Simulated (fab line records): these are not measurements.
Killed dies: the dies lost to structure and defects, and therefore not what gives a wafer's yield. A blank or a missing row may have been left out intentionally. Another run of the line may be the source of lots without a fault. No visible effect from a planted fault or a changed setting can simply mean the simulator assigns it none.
The tool behind it: which one? :: flow n5Finfet :: 11 lots, 32 wafers sampled, at 1 step of a route of 1938

## WHAT THE GAUGES SHOWED, per wafer
N5_BEOL_M12_OCD_MEAS_35.
lot: L465
measured: day 10 15:26
on: ocd-02
trenchDepthNm (nm): 319 319

lot: L467
measured: day 11 01:55
on: ocd-01
trenchDepthNm (nm): 324 320 322

lot: L469
measured: day 11 16:10
on: ocd-01
trenchDepthNm (nm): 321 328 312

lot: L472
measured: day 11 23:04
on: ocd-02
trenchDepthNm (nm): 310 324 315

lot: L473
measured: day 12 02:47
on: ocd-01
trenchDepthNm (nm): 318 312 311

lot: L478
measured: day 13 15:09
on: ocd-02
trenchDepthNm (nm): 310 317 324

lot: L476
measured: day 13 15:27
on: ocd-01
trenchDepthNm (nm): 320 322 317

lot: L481
measured: day 14 18:04
on: ocd-02
trenchDepthNm (nm): 318 318 316

lot: L483
measured: day 14 21:48
on: ocd-01
trenchDepthNm (nm): 322 316 320

lot: L484
measured: day 15 11:35
on: ocd-02
trenchDepthNm (nm): 311 319 323

lot: L488
measured: day 16 09:39
on: ocd-02
trenchDepthNm (nm): 313 313 313

## TOOL THAT RAN EACH LOT (tool first, then ch and the chambers of the sampled wafers, then the start)
There is no process step in the record ahead of these readings.

## THE ANSWER, worked out from the rows above alone
Rule: usual is defined by the lots themselves. Put in order of their means at a reading, lots are off if they are a third of the lots or fewer, leave a main group of 4 or more, and stand apart from it by a gap of 3 or more times the standard deviation of the main group's means; of several such gaps the widest counts. A main group whose means are all the same, to the digits that the tables above print for the reading, isn't used. A lot without any number at a reading at which 4 lots or more have one is off too. All remaining lots with rows at the step are treated as sound.
No lot is off at any reading shown: from this, nothing can be told.

## WHAT THE SIMULATOR HAD PUT IN
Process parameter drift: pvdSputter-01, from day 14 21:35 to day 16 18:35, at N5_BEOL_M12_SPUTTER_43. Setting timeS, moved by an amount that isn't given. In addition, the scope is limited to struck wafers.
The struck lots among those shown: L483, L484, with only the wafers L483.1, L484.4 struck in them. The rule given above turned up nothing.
